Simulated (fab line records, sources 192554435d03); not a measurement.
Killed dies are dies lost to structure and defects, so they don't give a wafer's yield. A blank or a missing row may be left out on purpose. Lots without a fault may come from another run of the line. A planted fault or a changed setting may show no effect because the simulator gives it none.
Problem report in the 8D (eight disciplines) form, filled by code | flow n5_finfet | the parts of the form that need people (team, actions taken, sign-off) are left out

1. THE PROBLEM
heater_power_total_W at N5_BEOL_M15_PEB_26 reads a mean of 184.4 W on 2 wafers of 2 lots; wafers without a fault read 172.4 W with a standard deviation of 0.82. That is +15 standard deviations from the usual mean.
The step: peb time 90 s.
First seen on wafer L521.2, day 15 14:19, on litho_track-01. The record holds 18 wafers of 6 lots with a number at this step. Rule for "out", or "out of limits": more than 4 standard deviations from the usual mean. The other wafers with a number count as sound.

2. WHAT IT IS AND WHAT IT IS NOT
question                    | is                   | is not
which readings at this step | heater_power_total_W | -
which lots                  | L521, L523           | L508, L518, L524, L528
which wafers of those lots  | L521.2, L523.6       | L521.1, L521.3, L523.1, L523.3
read on which tools         | litho_track-01       | litho_track-04
when                        | from day 15 14:19    | up to then (8 sound wafers); but 8 sound wafers of L523, L524, L528 came after

3. SUSPECTS, AND WHAT RULES EACH OUT
Counting: a tool at a process step up to the reading stays a suspect if it ran every lot that is out. Sound lots after the first of them don't rule it out here, since some wafers of a struck lot are sound.
- rie_diel-06 at N5_BEOL_M15_ETCH_57 (etches SOC in N2/H2, time 750 s): kept. It ran every lot that is out, first L521 (day 15 13:40); its last sound lot up to then is L508 (day 12 00:52).
- litho_track-01 at N5_BEOL_M15_PEB_26 (peb time 90 s): kept. It ran every lot that is out, first L521 (day 15 14:19); its last sound lot up to then is L518 (day 14 18:54). Its own readings are out on those wafers: heater_power_total_W.
Left after counting: rie_diel-06 at N5_BEOL_M15_ETCH_57, litho_track-01 at N5_BEOL_M15_PEB_26.

4. THE CAUSE (what the simulator had put in)
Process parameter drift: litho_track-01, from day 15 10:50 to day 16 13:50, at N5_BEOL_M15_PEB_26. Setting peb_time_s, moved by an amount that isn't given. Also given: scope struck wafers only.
Counting left 2 suspects, and this tool is among them.

5. THE CHAIN OF EFFECTS, in route order
Each row: a reading whose mean over the struck wafers that have a number lies more than 3 standard deviations from the usual. Only readings for which the record gives a usual standard deviation are gone through. hours: the time from each lot's start at the first step in this table that gives one to its start at this step, as a median over the lots. sigmas: the change in usual standard deviations.
hours | step               | reading              | usual   | on struck wafers | change | sigmas
0     | N5_BEOL_M15_PEB_26 | heater_power_total_W | 172.4 W | 184.4            | +12.0  | +15
The process steps in it:
- N5_BEOL_M15_PEB_26: peb time 90 s.
Later measuring or inspecting steps at which every struck wafer that the step has a row for has a number for every such reading, and none has moved that far: N5_BEOL_M15_CD_MEAS_28, N5_BEOL_M15_OVL_MEAS_29, N5_BEOL_M15_INSPECT_30.

6. WHAT WOULD HAVE CAUGHT IT SOONER
In this record the first reading out of limits was taken at day 15 14:19, 3 hours after the fault began at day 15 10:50.
